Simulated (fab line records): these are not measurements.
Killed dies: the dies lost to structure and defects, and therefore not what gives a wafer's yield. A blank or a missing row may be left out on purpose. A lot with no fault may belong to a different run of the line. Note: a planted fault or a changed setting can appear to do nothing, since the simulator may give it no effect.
Lot-split experiment :: flow n5_finfet :: on a route of 1938 steps: 7 lots, 21 wafers read

## SPLIT DETAILS
At N5_BEOL_M13_ETCH_59 (etches BARC in N2/H2, target depth 89 nm, overetch 26.7 nm, time 67.9 s), the setting bias_w was moved away from the recipe's 150 W on 8 of the 21 wafers read, by -17.4% to +17.9%. For the rest of the wafers, this setting stayed at what the recipe calls for.

The reading is taken at the split's own step.

## THE READING
rf_vpp_V, in V, at N5_BEOL_M13_ETCH_59 (etches BARC in N2/H2, target depth 89 nm, overetch 26.7 nm, time 67.9 s). A value of 525.3 V with a standard deviation of 2.5 V is what fault-free wafers of this fab line usually give.

wafer: L076.3
tool, chamber at the split: rie_diel-04, 1
bias_w as run, W: 133.7
against the recipe: -10.9%
rf_vpp_V, V: 488.2
against lot-mates on the recipe: -38.9

wafer: L076.4
tool, chamber at the split: rie_diel-04, 3
bias_w as run, W: 150
against the recipe: recipe
rf_vpp_V, V: 527.1
against lot-mates on the recipe: -

wafer: L076.6
tool, chamber at the split: rie_diel-04, 0
bias_w as run, W: 133.7
against the recipe: -10.9%
rf_vpp_V, V: 488.6
against lot-mates on the recipe: -38.5

wafer: L075.1
tool, chamber at the split: rie_diel-02, 3
bias_w as run, W: 135.1
against the recipe: -9.9%
rf_vpp_V, V: 493.4
against lot-mates on the recipe: -31.5

wafer: L075.2
tool, chamber at the split: rie_diel-02, 2
bias_w as run, W: 150
against the recipe: recipe
rf_vpp_V, V: 524.9
against lot-mates on the recipe: -

wafer: L075.5
tool, chamber at the split: rie_diel-02, 2
bias_w as run, W: 135.1
against the recipe: -9.9%
rf_vpp_V, V: 492.1
against lot-mates on the recipe: -32.8

wafer: L084.1
tool, chamber at the split: rie_diel-06, 0
bias_w as run, W: 123.9
against the recipe: -17.4%
rf_vpp_V, V: 461.8
against lot-mates on the recipe: -63.2

wafer: L084.3
tool, chamber at the split: rie_diel-06, 2
bias_w as run, W: 150
against the recipe: recipe
rf_vpp_V, V: 529.0
against lot-mates on the recipe: -

wafer: L084.4
tool, chamber at the split: rie_diel-06, 0
bias_w as run, W: 150
against the recipe: recipe
rf_vpp_V, V: 521.1
against lot-mates on the recipe: -

wafer: L082.1
tool, chamber at the split: rie_diel-02, 3
bias_w as run, W: 150
against the recipe: recipe
rf_vpp_V, V: 526.1
against lot-mates on the recipe: -

wafer: L082.4
tool, chamber at the split: rie_diel-02, 2
bias_w as run, W: 150
against the recipe: recipe
rf_vpp_V, V: 526.8
against lot-mates on the recipe: -

wafer: L082.6
tool, chamber at the split: rie_diel-02, 0
bias_w as run, W: 150
against the recipe: recipe
rf_vpp_V, V: 528.2
against lot-mates on the recipe: -

wafer: L086.2
tool, chamber at the split: rie_diel-04, 2
bias_w as run, W: 150
against the recipe: recipe
rf_vpp_V, V: 524.9
against lot-mates on the recipe: -

wafer: L086.3
tool, chamber at the split: rie_diel-04, 3
bias_w as run, W: 150
against the recipe: recipe
rf_vpp_V, V: 525.7
against lot-mates on the recipe: -

wafer: L086.6
tool, chamber at the split: rie_diel-04, 1
bias_w as run, W: 150
against the recipe: recipe
rf_vpp_V, V: 523.5
against lot-mates on the recipe: -

wafer: L091.3
tool, chamber at the split: rie_diel-02, 3
bias_w as run, W: 176.8
against the recipe: +17.9%
rf_vpp_V, V: 583.6
against lot-mates on the recipe: no lot-mate on the recipe

wafer: L091.4
tool, chamber at the split: rie_diel-02, 1
bias_w as run, W: 176.8
against the recipe: +17.9%
rf_vpp_V, V: 586.6
against lot-mates on the recipe: no lot-mate on the recipe

wafer: L091.6
tool, chamber at the split: rie_diel-02, 0
bias_w as run, W: 176.8
against the recipe: +17.9%
rf_vpp_V, V: 584.8
against lot-mates on the recipe: no lot-mate on the recipe

wafer: L096.1
tool, chamber at the split: rie_diel-06, 0
bias_w as run, W: 150
against the recipe: recipe
rf_vpp_V, V: 528.2
against lot-mates on the recipe: -

wafer: L096.4
tool, chamber at the split: rie_diel-06, 3
bias_w as run, W: 150
against the recipe: recipe
rf_vpp_V, V: 525.5
against lot-mates on the recipe: -

wafer: L096.5
tool, chamber at the split: rie_diel-06, 1
bias_w as run, W: 150
against the recipe: recipe
rf_vpp_V, V: 522.9
against lot-mates on the recipe: -

FIT RESULTS
A straight line over all 21 wafers: rf_vpp_V changes by +3.4 V for each +1% of bias_w; r = +1.00; the points scatter about the line by 2.2 V.
The same after taking each lot's own level away (the mean of its wafers on the recipe; 18 wafers): +3.52 V for each +1%; r = +0.99; scatter 2.1 V.
That fit puts the effect of the largest move of bias_w on the reading at 63 V.
The lots' own levels span 524.70 to 527.10 V, that is 1.0 times the standard deviation above.
Hence the lot-to-lot level has little effect on the slope; both slopes agree.
Check: with one of the wafers moved furthest among these (-17.4%) left out of the fit, the line predicts -59.4 V for it against its lot-mates. It came out at -63.2 V against them.
Tool readings at the split's step, against how far the setting was moved: rf_vpp_V r = +1.00.

## ADDITIONAL SPLITS CARRIED BY THESE WAFERS
Before the reading, these wafers also passed through other splits. Each is held against what the fit with the lots' levels taken away leaves over:
other split on the same wafers: N5_BEOL_M9_ILD_DEP_00 time_s
wafers away from the commonest value: 6
r with rf_vpp_V (lot level and that fit taken away): -0.26

other split on the same wafers: N5_BEOL_M10_COAT_64 spin_rpm
wafers away from the commonest value: 7
r with rf_vpp_V (lot level and that fit taken away): -0.19

other split on the same wafers: N5_BEOL_M10_COAT_22 spin_rpm
wafers away from the commonest value: 6
r with rf_vpp_V (lot level and that fit taken away): -0.19

other split on the same wafers: N5_BEOL_M11_TRENCH_ETCH_37 time_s
wafers away from the commonest value: 6
r with rf_vpp_V (lot level and that fit taken away): -0.36

other split on the same wafers: N5_BEOL_M11_ETCH_41 time_s
wafers away from the commonest value: 9
r with rf_vpp_V (lot level and that fit taken away): -0.13

other split on the same wafers: N5_BEOL_M11_CMP_52 platen_rpm
wafers away from the commonest value: 10
r with rf_vpp_V (lot level and that fit taken away): +0.18

other split on the same wafers: N5_BEOL_M13_EXPOSE_07 dose_mj
wafers away from the commonest value: 9
r with rf_vpp_V (lot level and that fit taken away): +0.37

## FILE'S OWN FIT
rf_vpp_V changes by +3.54 V for each +1% of bias_w, r = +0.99.
